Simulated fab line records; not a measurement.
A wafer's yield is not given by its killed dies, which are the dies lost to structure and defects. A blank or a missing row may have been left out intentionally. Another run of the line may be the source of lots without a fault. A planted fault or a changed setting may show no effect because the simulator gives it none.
fab line records    flow n5Finfet
record: lots: 7  wafers: 39
route steps=1938 shown BEOL_M14@1716 MIM_BOT_LITHO@1860 PASSIVATION@1923
startH: the number of hours between the record's first day and the start of the first shown wafer of the lot    waitH: hours elapsed since this lot's preceding step    " the same as in the row above    L1.1+2: one row covering several wafers at once    - no value, or no start given    * or withheld: withheld    < > ~ a bound
route shown NAME@n: names a module that has steps shown in the file, with the first one's number in the route    usual: average and standard deviation across the fault-free wafers    same: alike in all rows    chamber/n: place in a boat    sites: the reading at each site    _std_site: standard deviation across them    _edge_site: inner sites' mean taken away from outer sites' mean    radiusMm: how far each site lies from the wafer's centre    mask NAME#n: copy n    behind: the most recent tool/chamber to have shaped the wafer    hold: cause of the lot's hold/its duration in hours/its outcome    device: the transistor (n, p or np) that didn't switch    end of line: tests run on the same wafers once the route is complete    for a step that has no rows: nothing shown but its recipe    killed: at the first sort, the dies lost to defects and structure; wafer yield is something else    map: a wafer's dies, x killed, . not, _ none there
set.NAME: the setting as run; set.NAME@STEP: as run at that earlier step    model.NAME: the simulator's own value behind a step, which no gauge read
one table per step and one row per wafer, for lots whose settings were changed on purpose
== steps ==
step: N5_BEOL_M14_ILD_DEP_00
recipe: material: SiO2  targetThkA: 11193  tempC: 400  precursor: TEOS/O2  pressureTorr: 6.5  rfW: 900  teosFlowSccm: 161.4  gas: O2  flowSccm: 2650  timeS: 237.4
lot.wafer  tool      chamber  startH  waitH  set.timeS  model.SiO2_of_BEOL_M14_ILD_DEP_00.thkNm
L077.1     pecvd-01  1        244.96  0.0    237.4      1131
L077.2     "         0        "       "      237.4      1099
L077.3+4   "         2,0      "       "      237.4      1128
L077.5     "         2        "       "      237.4      1164
L077.6     "         1        "       "      237.4      1135
L079.1     pecvd-04  2        272.42  0.0    237.4      1116
L079.2     "         1        "       "      237.4      1111
L079.3     "         1        "       "      100.6      483.2
L079.4     "         2        "       "      100.6      480.6
L079.5     "         1        "       "      237.4      1132
L079.6     "         2        "       "      100.6      465.8
L083.1     pecvd-03  1        295.76  0.0    237.4      1086
L083.2     "         2        "       "      237.4      1110
L083.5     "         1        "       "      237.4      1113
L084.1     pecvd-01  0        302.62  0.0    237.4      1116
L084.2     "         2        "       "      237.4      1121
L084.3     "         1        "       "      128.9      617.4
L084.4     "         1        "       "      128.9      635.6
L084.5     "         2        "       "      237.4      1137
L084.6     "         0        "       "      128.9      630.6
L086.1     pecvd-04  1        322.31  0.0    324.1      1497
L086.2     "         2        "       "      237.4      1103
L086.3     "         1        "       "      324.1      1528
L086.4     "         2        "       "      237.4      1128
L086.5     "         2        "       "      237.4      1124
L086.6     "         1        "       "      324.1      1544
L090.1     pecvd-04  1        335.21  0.0    237.4      1109
L090.2     "         2        "       "      237.4      1100
L090.3     "         1        "       "      237.4      1119
L090.4     "         2        "       "      345.8      1626
L090.5     "         1        "       "      345.8      1634
L090.6     "         2        "       "      345.8      1631
L091.1     pecvd-04  1        362.42  0.0    95.86      452.8
L091.2     "         2        "       "      237.4      1107
L091.3     "         0        "       "      237.4      1095
L091.4     "         2        "       "      95.86      452.4
L091.5     "         1        "       "      237.4      1119
L091.6     "         0        "       "      95.86      446.6
step: N5_BEOL_M14_THK_MEAS_01
recipe: reads: SiO2_of_BEOL_M14_ILD_DEP_00
usual: M14_ILD_THK: 1119/15
lot.wafer  tool          chamber  startH  waitH  set.timeS@BEOL_M14_ILD_DEP_00  M14_ILD_THK[nm]
L077.1     filmMetro-02  -        245.15  0.1    237.4                          1130
L077.2     "             -        "       "      237.4                          1100
L077.3     "             -        "       "      237.4                          1129
L077.4     "             -        "       "      237.4                          1127
L077.5     "             -        "       "      237.4                          1164
L077.6     "             -        "       "      237.4                          1135
L079.1     filmMetro-01  -        272.69  0.2    237.4                          1115
L079.2     "             -        "       "      237.4                          1110
L079.3     "             -        "       "      100.6                          483
L079.4     "             -        "       "      100.6                          481
L079.5     "             -        "       "      237.4                          1131
L079.6     "             -        "       "      100.6                          466
L083.1     filmMetro-01  -        295.94  0.1    237.4                          1086
L083.2     "             -        "       "      237.4                          1110
L083.5     "             -        "       "      237.4                          1114
L084.1     filmMetro-01  -        302.81  0.1    237.4                          1115
L084.2     "             -        "       "      237.4                          1121
L084.3     "             -        "       "      128.9                          617
L084.4     "             -        "       "      128.9                          636
L084.5     "             -        "       "      237.4                          1137
L084.6     "             -        "       "      128.9                          631
L086.1     filmMetro-02  -        322.58  0.2    324.1                          1498
L086.2     "             -        "       "      237.4                          1103
L086.3     "             -        "       "      324.1                          1528
L086.4     "             -        "       "      237.4                          1128
L086.5     "             -        "       "      237.4                          1124
L086.6     "             -        "       "      324.1                          1543
L090.1     filmMetro-02  -        335.47  0.2    237.4                          1110
L090.2     "             -        "       "      237.4                          1099
L090.3     "             -        "       "      237.4                          1118
L090.4     "             -        "       "      345.8                          1626
L090.5     "             -        "       "      345.8                          1635
L090.6     "             -        "       "      345.8                          1632
L091.1     filmMetro-01  -        362.61  0.1    95.86                          453
L091.2     "             -        "       "      237.4                          1108
L091.3     "             -        "       "      237.4                          1095
L091.4     "             -        "       "      95.86                          453
L091.5     "             -        "       "      237.4                          1118
L091.6     "             -        "       "      95.86                          447
step: N5_BEOL_M14_COAT_58
recipe: resist: BARC  tempC: 205  timeS: 60  spinRpm: 1500  resistThkNm: 89
step: N5_BEOL_M14_COAT_04
recipe: spinRpm: 1704  resistThkNm: 800
step: N5_BEOL_M14_DESCUM_15
recipe: chemistry: O2  timeS: 7.9  sourcePowerW: 50  biasPowerW: 20  pressureMtorr: 20  rfFrequencyHz: 2.712e+07  tempC: 40  o2FlowSccm: 225
step: N5_BEOL_M14_ETCH_59
recipe: chemistry: N2/H2  target: BARC  targetDepthA: 890  overetchA: 267  timeS: 67.9  ionEnergyEv: 200  pressureMtorr: 30  sourceW: 840  biasW: 150  n2FlowSccm: 200  h2FlowSccm: 200
step: N5_BEOL_M14_VIA_ETCH_16
recipe: chemistry: C4F8/O2/Ar  target: SiO2  heInnerTorr: 15  heOuterTorr: 30  targetDepthA: 12313  timeS: withheld  ionEnergyEv: 800  pressureMtorr: 20  sourceW: 1905  biasW: 2040  Ar_flow_sccm: 400  C4F8_flow_sccm: 16  O2_flow_sccm: 12  ends: cleared
lot.wafer  tool        chamber  startH  waitH  set.timeS@BEOL_M14_ILD_DEP_00  model.etch.depthNm  model.coat_of_BEOL_M14_COAT_04.thkNm
L077.1     rieDiel-01  2        246.00  0.0    *                              1131                452.8
L077.2     "           1        "       "      *                              1099                459
L077.3     "           3        "       "      *                              1128                451
L077.4     "           3        "       "      *                              1128                451.8
L077.5     "           1        "       "      *                              1164                443.2
L077.6     "           2        "       "      *                              1135                449.2
L079.1     rieDiel-06  2        273.17  0.0    *                              1116                453.8
L079.2     "           0        "       "      *                              1111                454.6
L079.3     "           3        "       "      *                              483.2               604.6
L079.4     "           1        "       "      *                              480.7               606.8
L079.5     "           1        "       "      *                              1132                456.2
L079.6     "           2        "       "      *                              465.8               604
L083.1     rieDiel-02  3        296.55  0.0    *                              1086                465.2
L083.2     "           1        "       "      *                              1110                449.2
L083.5     "           3        "       "      *                              1113                460.8
L084.1     rieDiel-02  0        303.42  0.0    *                              1116                463.2
L084.2     "           3        "       "      *                              1121                459.4
L084.3     "           1        "       "      *                              617.4               570
L084.4     "           0        "       "      *                              635.6               570.4
L084.5     "           3        "       "      *                              1137                453
L084.6     "           1        "       "      *                              630.6               566.4
L086.1     rieDiel-01  3        323.06  0.0    *                              1497                368.8
L086.2     "           1        "       "      *                              1103                462
L086.3     "           2        "       "      *                              1528                357.2
L086.4     "           0        "       "      *                              1128                450.6
L086.5     "           0        "       "      *                              1124                448.8
L086.6     "           1        "       "      *                              1544                353.8
L090.1     rieDiel-02  1        336.00  0.1    *                              1109                450.2
L090.2     "           0        "       "      *                              1100                462.2
L090.3     "           0        "       "      *                              1119                457.8
L090.4     "           1        "       "      *                              1626                326.6
L090.5     "           1        "       "      *                              1634                324.8
L090.6     "           0        "       "      *                              1631                341.2
L091.1     rieDiel-02  0        363.09  0.0    *                              452.7               611.8
L091.2     "           3        "       "      *                              1107                458.4
L091.3     "           1        "       "      *                              1095                452.8
L091.4     "           2        "       "      *                              452.5               610.2
L091.5     "           2        "       "      *                              1119                451.2
L091.6     "           3        "       "      *                              446.6               614.2
step: N5_BEOL_M14_STRIP_63
recipe: chemistry: O2  powerW: 600  tempC: 60  pressureMtorr: 30  rfFrequencyHz: 6e+07  biasPowerW: 0  overashFraction: 0.3  o2FlowSccm: 225
step: N5_BEOL_M14_STRIP_64
recipe: chemistry: O2  powerW: 600  tempC: 60  pressureMtorr: 30  rfFrequencyHz: 6e+07  biasPowerW: 0  overashFraction: 0.3  o2FlowSccm: 225
step: N5_BEOL_M14_STRIP_71
recipe: chemistry: postEtchResidueRemover  timeS: 60  tempC: 25  removerPh: withheld  removerWaterWtPct: withheld  removerFluorideWtPct: withheld
step: N5_BEOL_M14_SRD_72
recipe: timeS: 30  tempC: 23  rinseLiquid: diw  dry: n2Spin  spinRpm: 1500  dryTimeS: 30
step: N5_BEOL_M14_CD_MEAS_17
recipe: targetCdNm: 250  polarity: opening
usual: cdNm: 251.0/2.1
lot.wafer  tool      chamber  startH  waitH  set.timeS@BEOL_M14_ILD_DEP_00  cdNm
L077.1     cdSem-01  -        246.35  0.0    237.4                          253.3
L077.2     "         -        "       "      237.4                          251.7
L077.3     "         -        "       "      237.4                          252.3
L077.4     "         -        "       "      237.4                          251.1
L077.5     "         -        "       "      237.4                          252.6
L077.6     "         -        "       "      237.4                          252.1
L079.1     cdSem-01  -        273.60  0.0    237.4                          249.8
L079.2     "         -        "       "      237.4                          250.5
L079.3     "         -        "       "      100.6                          244.6
L079.4     "         -        "       "      100.6                          245.1
L079.5     "         -        "       "      237.4                          252.6
L079.6     "         -        "       "      100.6                          242.4
L083.1     cdSem-02  -        296.90  0.0    237.4                          252.9
L083.2     "         -        "       "      237.4                          253.9
L083.5     "         -        "       "      237.4                          255.4
L084.1     cdSem-01  -        303.76  0.0    237.4                          248.3
L084.2     "         -        "       "      237.4                          247.6
L084.3     "         -        "       "      128.9                          243.9
L084.4     "         -        "       "      128.9                          247.0
L084.5     "         -        "       "      237.4                          249.8
L084.6     "         -        "       "      128.9                          246.7
L086.1     cdSem-02  -        323.41  0.0    324.1                          251.8
L086.2     "         -        "       "      237.4                          249.1
L086.3     "         -        "       "      324.1                          254.9
L086.4     "         -        "       "      237.4                          251.0
L086.5     "         -        "       "      237.4                          249.9
L086.6     "         -        "       "      324.1                          253.8
L090.1     cdSem-03  -        336.48  0.0    237.4                          255.3
L090.2     "         -        "       "      237.4                          251.3
L090.3     "         -        "       "      237.4                          253.5
L090.4     "         -        "       "      345.8                          256.7
L090.5     "         -        "       "      345.8                          257.3
L090.6     "         -        "       "      345.8                          256.1
L091.1     cdSem-01  -        363.44  0.0    95.86                          242.3
L091.2     "         -        "       "      237.4                          249.5
L091.3     "         -        "       "      237.4                          250.9
L091.4     "         -        "       "      95.86                          241.1
L091.5     "         -        "       "      237.4                          250.1
L091.6     "         -        "       "      95.86                          242.4
step: N5_MIM_BOT_LITHO_DEVELOP_07
recipe: developTimeS: 60  rinseLiquid: diw  dry: airSpin  devTempC: 21
lot.wafer         tool           chamber  startH  waitH  set.developTimeS
L077.1+2+3        lithoTrack-03  0        -       -      28.6
L077.4+5+6        "              0        "       "      60
L079.1+3+5        lithoTrack-04  0        -       -      60
L079.2+4+6        "              0        "       "      89.81
L083.1+2+5        lithoTrack-02  0        -       -      60
L084.1+2+4        lithoTrack-02  0        -       -      95.18
L084.3+5+6        "              0        "       "      60
L086.1+2+4        lithoTrack-02  0        -       -      85.81
L086.3+5+6        "              0        "       "      60
L090.1+2+3+4+5+6  lithoTrack-03  0        -       -      60
L091.1+2+3+4+5+6  lithoTrack-04  0        -       -      60
step: N5_MIM_BOT_LITHO_HARDBAKE_09
recipe: tempC: 130  timeS: 120
step: N5_MIM_BOT_LITHO_CD_MEAS_08
recipe: targetCdNm: 3000  landingEnergyEv: 500  detector: seInlens  polarity: opening
usual: cdNm: 3001.3/2.1
lot.wafer  tool      chamber  startH  waitH  set.developTimeS@MIM_BOT_LITHO_DEVELOP_07  cdNm
L077.1     cdSem-03  0        262.11  -      28.6                                       2986.3
L077.2     "         0        "       "      28.6                                       2988.9
L077.3     "         0        "       "      28.6                                       2986.8
L077.4     "         0        "       "      60                                         3000.5
L077.5     "         0        "       "      60                                         3001.7
L077.6     "         0        "       "      60                                         3001.8
L079.1     cdSem-02  0        298.58  -      60                                         3001.5
L079.2     "         0        "       "      89.81                                      3006.6
L079.3     "         0        "       "      60                                         2998.1
L079.4     "         0        "       "      89.81                                      3009.0
L079.5     "         0        "       "      60                                         3001.9
L079.6     "         0        "       "      89.81                                      3007.0
L083.1     cdSem-01  0        314.22  -      60                                         3001.4
L083.2     "         0        "       "      60                                         3002.1
L083.5     "         0        "       "      60                                         3002.6
L084.1     cdSem-03  0        318.02  -      95.18                                      3010.9
L084.2     "         0        "       "      95.18                                      3011.8
L084.3     "         0        "       "      60                                         3003.0
L084.4     "         0        "       "      95.18                                      3008.2
L084.5     "         0        "       "      60                                         3003.5
L084.6     "         0        "       "      60                                         3002.4
L086.1     cdSem-03  0        338.81  -      85.81                                      3006.4
L086.2     "         0        "       "      85.81                                      3008.2
L086.3     "         0        "       "      60                                         2998.4
L086.4     "         0        "       "      85.81                                      3007.3
L086.5     "         0        "       "      60                                         2998.9
L086.6     "         0        "       "      60                                         3000.1
L090.1     cdSem-01  0        354.06  -      60                                         3004.5
L090.2     "         0        "       "      60                                         2999.5
L090.3     "         0        "       "      60                                         3001.3
L090.4     "         0        "       "      60                                         3003.7
L090.5     "         0        "       "      60                                         3003.3
L090.6     "         0        "       "      60                                         3003.1
L091.1     cdSem-03  0        377.43  -      60                                         2997.8
L091.2     "         0        "       "      60                                         3003.7
L091.3     "         0        "       "      60                                         3005.4
L091.4     "         0        "       "      60                                         3001.8
L091.5     "         0        "       "      60                                         3000.2
L091.6     "         0        "       "      60                                         3002.1
step: N5_PASSIVATION_DEVELOP_43
recipe: developTimeS: 60  rinseLiquid: diw  dry: airSpin  devTempC: 21
lot.wafer         tool           chamber  startH  waitH  set.developTimeS
L077.1+2+3+4+5+6  lithoTrack-03  0        -       -      60
L079.1+2+3        lithoTrack-05  0        -       -      35
L079.4+5+6        "              0        "       "      60
L083.1+2+5        lithoTrack-05  0        -       -      60
L084.1+2+6        lithoTrack-03  0        -       -      60
L084.3+4+5        "              0        "       "      89.27
L086.1+5+6        lithoTrack-04  0        -       -      60
L086.2+3+4        "              0        "       "      91.84
L090.1+3+4        lithoTrack-04  0        -       -      29.76
L090.2+5+6        "              0        "       "      60
L091.1+3+5        lithoTrack-04  0        -       -      60
L091.2+4+6        "              0        "       "      39.57
step: N5_PASSIVATION_HARDBAKE_45
recipe: tempC: 130  timeS: 120
step: N5_PASSIVATION_CD_MEAS_44
recipe: targetCdNm: 40000  landingEnergyEv: 500  detector: seInlens
usual: cdNm: 40000/3
lot.wafer  tool      chamber  startH  waitH  set.developTimeS@PASSIVATION_DEVELOP_43  cdNm
L077.1     cdSem-03  0        267.21  -      60                                       40002
L077.2     "         0        "       "      60                                       39999
L077.3     "         0        "       "      60                                       40003
L077.4     "         0        "       "      60                                       39999
L077.5     "         0        "       "      60                                       40003
L077.6     "         0        "       "      60                                       40005
L079.1     cdSem-01  0        305.03  -      35                                       39974
L079.2     "         0        "       "      35                                       39977
L079.3     "         0        "       "      35                                       39978
L079.4     "         0        "       "      60                                       39999
L079.5     "         0        "       "      60                                       40000
L079.6     "         0        "       "      60                                       39995
L083.1     cdSem-03  0        320.38  -      60                                       39995
L083.2     "         0        "       "      60                                       39995
L083.5     "         0        "       "      60                                       39998
L084.1     cdSem-01  0        323.73  -      60                                       40000
L084.2     "         0        "       "      60                                       40006
L084.3     "         0        "       "      89.27                                    40019
L084.4     "         0        "       "      89.27                                    40018
L084.5     "         0        "       "      89.27                                    40013
L084.6     "         0        "       "      60                                       39997
L086.1     cdSem-01  0        343.68  -      60                                       40000
L086.2     "         0        "       "      91.84                                    40015
L086.3     "         0        "       "      91.84                                    40018
L086.4     "         0        "       "      91.84                                    40016
L086.5     "         0        "       "      60                                       40000
L086.6     "         0        "       "      60                                       39996
L090.1     cdSem-02  0        360.45  -      29.76                                    39969
L090.2     "         0        "       "      60                                       40000
L090.3     "         0        "       "      29.76                                    39967
L090.4     "         0        "       "      29.76                                    39970
L090.5     "         0        "       "      60                                       40001
L090.6     "         0        "       "      60                                       40001
L091.1     cdSem-03  0        386.36  -      60                                       40005
L091.2     "         0        "       "      39.57                                    39988
L091.3     "         0        "       "      60                                       40003
L091.4     "         0        "       "      39.57                                    39987
L091.5     "         0        "       "      60                                       39999
L091.6     "         0        "       "      39.57                                    39989
== key ==
split: step: N5_BEOL_M14_ILD_DEP_00  setting: timeS  stated: 237.4  by: wafer
response: step: N5_BEOL_M14_ILD_DEP_00  reading: model.SiO2_of_BEOL_M14_ILD_DEP_00.thkNm  change: +11.1  per: 1%  r: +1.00
response: step: N5_BEOL_M14_THK_MEAS_01  reading: M14_ILD_THK  change: +11.1  per: 1%  r: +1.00
response: step: N5_BEOL_M14_VIA_ETCH_16  reading: model.etch.depthNm  change: +11.1  per: 1%  r: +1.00
response: step: N5_BEOL_M14_VIA_ETCH_16  reading: model.coat_of_BEOL_M14_COAT_04.thkNm  change: -2.61  per: 1%  r: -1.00
response: step: N5_BEOL_M14_CD_MEAS_17  reading: cdNm  change: +0.104  per: 1%  r: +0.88
split: step: N5_MIM_BOT_LITHO_DEVELOP_07  setting: developTimeS  stated: 60  by: wafer
response: step: N5_MIM_BOT_LITHO_CD_MEAS_08  reading: cdNm  change: +0.177  per: 1%  r: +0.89
split: step: N5_PASSIVATION_DEVELOP_43  setting: developTimeS  stated: 60  by: wafer
response: step: N5_PASSIVATION_CD_MEAS_44  reading: cdNm  change: +0.441  per: 1%  r: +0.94
